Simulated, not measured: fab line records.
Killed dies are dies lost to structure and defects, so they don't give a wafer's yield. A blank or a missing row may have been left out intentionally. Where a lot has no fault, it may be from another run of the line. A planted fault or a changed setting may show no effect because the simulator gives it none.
Chamber matching | flow nand_harc | NHARC_P_M0_PRE_CLEAN_31 on pecvd-04 has 3 sister chambers
The step time 12 s. 6 wafers are shown with their chamber, then 8 later ones without.

## EACH WAFER AND ITS CHAMBER
wafer  | chamber | heater_power_w (W)
L083.2 | 1       | 655
L083.3 | 2       | 740
L086.2 | 2       | 828
L086.5 | 1       | 587
L086.6 | 0       | 605
L087.2 | 0       | 525

## WAFERS WHOSE CHAMBER IS MISSING
wafer  | heater_power_w (W)
L087.3 | 646
L087.6 | 821
L090.2 | 623
L090.3 | 635
L090.6 | 764
L091.1 | 875
L091.4 | 832
L091.6 | 603

## THE CHAMBER EACH PASSED THROUGH
wafer  | from the rows above     | in truth
L087.3 | can't be placed: 1 or 0 | 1
L087.6 | 2                       | 2
L090.2 | can't be placed: 1 or 0 | 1
L090.3 | can't be placed: 1 or 0 | 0
L090.6 | 2                       | 2
L091.1 | 2                       | 2
L091.4 | 2                       | 2
L091.6 | can't be placed: 1 or 0 | 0
4 of 8 placed correctly. Cannot be placed on the basis of these rows: 4; the candidates contain the true chamber in 4. Number placed wrongly: 0.
How it was worked out, from the rows above alone: a wafer's distance from a chamber is the root of the sum, over the readings, of the square of ((its reading less the chamber's mean) divided by the reading's scatter). The wafer belongs to the nearest chamber; if the next one is less than 2 further off, it can't be placed. For every chamber, the mean is computed from those of its wafers that are shown. The scatter: the root of (the sum of the squares of (reading less its chamber's mean) over the shown wafers, divided by (wafers less chambers)).
